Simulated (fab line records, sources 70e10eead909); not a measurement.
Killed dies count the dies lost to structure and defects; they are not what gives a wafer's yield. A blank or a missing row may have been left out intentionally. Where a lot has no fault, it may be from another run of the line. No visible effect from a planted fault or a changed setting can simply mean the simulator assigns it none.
A struck lot beside a sound one    flow nand-harc    40 out of 1302 route steps
Sound: these wafers, L946.2, L946.4, L946.6. Struck: wafer L965.2 (left out: L965.1, L965.5 of the same lot, which were not struck); the cause appears at the end.
At each step with rows: each side's tool, then ch and its chambers, then its first start. Under that, the readings that differ: sound wafers    struck wafers    difference of the means    sigmas: that difference in standard deviations of wafers without a fault.
alike: readings with means less than 2 such deviations apart, plus words and numbers identical on both sides. not compared: withheld readings, readings lacking a value on some wafer, bounds such as >300 that could conceal the same value, and numbers that have no deviation in the record and whose values overlap.
The two part at a step that has a row with sigmas, a row that says differs or no value, or rows on one side only. When numbers do not overlap yet have no deviation, they are printed without sigmas and do not part them. A reading that every wafer of one side lacks parts them only if that side has two wafers or more.

first, 3 steps without rows for these wafers: NHARC_A_CHANNEL_HOLE_D2_STRIP_28 (strips in O2); NHARC_A_CHANNEL_HOLE_D2_PRECLEAN_29 (cleans in SC1); NHARC_A_CHANNEL_HOLE_D2_SRD_30.
NHARC_A_CHANNEL_HOLE_D2_CD_MEAS_31:
  sound on cd-sem-02 at day 14 22:16; struck on cd-sem-03 at day 23 03:13
  alike: cd-nm
after that, 1 step had no rows for these wafers: NHARC_A_CHANNEL_HOLE_D2_XSEM_32.
NHARC_A_CHANNEL_HOLE_D2_INSPECT_40:
  sound on defect-inspect-02 at day 14 22:28; struck on defect-inspect-01 at day 23 03:23
reading           sound        struck  difference  sigmas
raw-defect-count  354 476 379  233     -170        -2
then, 6 steps without rows for these wafers: NHARC_A_CHANNEL_FILL_D2_PRECLEAN_00 (cleans in SC1); NHARC_A_CHANNEL_FILL_D2_SRD_01; NHARC_A_CHANNEL_FILL_D2_ALD_02 (deposits SiO2, target thk 6 nm, pulse time 10 s, ald cycles 60); NHARC_A_CHANNEL_FILL_D2_ALD_03 (deposits SiNx, target thk 6 nm, pulse time 60 s, ald cycles 58); NHARC_A_CHANNEL_FILL_D2_ALD_14 (deposits SiO2, target thk 2.5 nm, pulse time 10 s, ald cycles 25); NHARC_A_CHANNEL_FILL_D2_ALD_15 (deposits SiNx, target thk 2 nm, pulse time 60 s, ald cycles 19).
NHARC_A_CHANNEL_FILL_D2_ALD_16: deposits SiO2, target thk 1.5 nm, pulse time 10 s, ald cycles 15.
  sound on ald-hk-01 ch 0,1,3, day 15 10:56; struck on ald-hk-03 ch 3, day 23 15:44
  alike: heater-power-w, precursor-pulse-height-rel
then, 2 steps without rows for these wafers: NHARC_A_CHANNEL_FILL_D2_ANNEAL_17 (time 1800 s); NHARC_A_CHANNEL_FILL_D2_CVD_18 (deposits poly-Si, target thk 3 nm).
NHARC_A_CHANNEL_FILL_D2_ETCHBACK_19: etches the open film in HBr/Cl2, target depth 5 nm, time 1.7 s.
  sound on rie-si-03 ch 0,1,2, day 15 22:53; struck on rie-si-03 ch 2, day 24 03:08
  alike: drypump-motor-current-A, oes-product-au, throttle-valve-pct
  not compared: rf-hours-counter-h
then, 6 steps without rows for these wafers: NHARC_A_CHANNEL_FILL_D2_ETCHBACK_20 (etches the open film in C4F8/O2/Ar, target depth 27 nm, time 13.5 s); NHARC_A_CHANNEL_FILL_D2_STRIP_28 (strips in O2, time 20 s); NHARC_A_CHANNEL_FILL_D2_PRECLEAN_21 (cleans in dHF, time 30 s); NHARC_A_CHANNEL_FILL_D2_SRD_23; NHARC_A_CHANNEL_FILL_D2_CVD_05 (deposits poly-Si, target thk 5 nm); NHARC_A_CHANNEL_FILL_D2_ANNEAL_22 (time 7200 s).
NHARC_A_CHANNEL_FILL_D2_THK_MEAS_06: measures by ellipsometry.
  sound on film-metro-01 at day 16 10:46; struck on film-metro-01 at day 24 14:34
  alike: thk-nm
then, 1 step without rows for these wafers: NHARC_A_CHANNEL_FILL_D2_ALD_25 (deposits SiOx, target thk 60 nm, pulse time 10 s, ald cycles 600).
NHARC_A_CHANNEL_FILL_D2_ETCHBACK_08: etches the open film in C4F8, target depth 220 nm, time 110 s.
  sound: rie-diel-09 ch 0,2,3; struck: rie-diel-09 ch 3
reading       sound              struck  difference  sigmas
rf-vpp-V (V)  437.4 438.5 444.9  445.5   +5.2        +2
  alike: oes-product-au
  not compared: rf-hours-counter-h
NHARC_A_CHANNEL_FILL_D2_STRIP_29: strips in O2, time 20 s.
  sound: rie-diel-09 ch 0,1; struck: rie-diel-09 ch 1
  alike: drypump-motor-current-A, oes-product-au, rf-vpp-V, showerhead-plenum-p-Torr, throttle-valve-pct
  not compared: rf-hours-counter-h
then, 3 steps without rows for these wafers: NHARC_A_CHANNEL_FILL_D2_PRECLEAN_30 (cleans in dHF, time 30 s); NHARC_A_CHANNEL_FILL_D2_SRD_31; NHARC_A_CHANNEL_FILL_D2_CVD_09 (deposits poly-Si, target thk 150 nm, time 3000 s).
NHARC_A_CHANNEL_FILL_D2_CMP_10: polishes, target thk 150 nm.
  sound on cmp-04 ch 0,1,2, day 16 22:19; struck on cmp-04 ch 1, day 25 02:37
  alike: motor-current-A, time-to-endpoint-s
then, 2 steps without rows for these wafers: NHARC_A_CHANNEL_FILL_D2_SRD_12; NHARC_A_CHANNEL_FILL_D2_RTA_24 (time 5 s).
NHARC_A_STAIRCASE_DEP_156: deposits SiNx, target thk 50 nm.
  sound on pecvd-01 ch 0,2, day 16 23:01; struck on pecvd-03 ch 1, day 25 03:20
  alike: heater-power-w
then, 6 steps without rows for these wafers: NHARC_A_STAIRCASE_DEHYDRATE_158 (time 120 s); NHARC_A_STAIRCASE_HMDS_159 (time 30 s); NHARC_A_STAIRCASE_COAT_160; NHARC_A_STAIRCASE_SOFTBAKE_161 (time 170 s); NHARC_A_STAIRCASE_EBR_162; NHARC_A_STAIRCASE_EXPOSE_163 (exposes mask STAIR OPEN).
-- record jumps: 9 days between struck wafers' starts before vs after; left off in module A_STAIRCASE, resumes in module END, first step shown is number 1302 of the route --
NHARC_END_SORT_01:
  at this point the record logs the struck wafers (prober-01 ch 0, day 34 02:49) and has no rows for the sound ones

== WHERE THEY PART ==
Last at NHARC_END_SORT_01 as far as this record goes, first at NHARC_A_CHANNEL_HOLE_D2_INSPECT_40.

WHY: what the simulator had put in
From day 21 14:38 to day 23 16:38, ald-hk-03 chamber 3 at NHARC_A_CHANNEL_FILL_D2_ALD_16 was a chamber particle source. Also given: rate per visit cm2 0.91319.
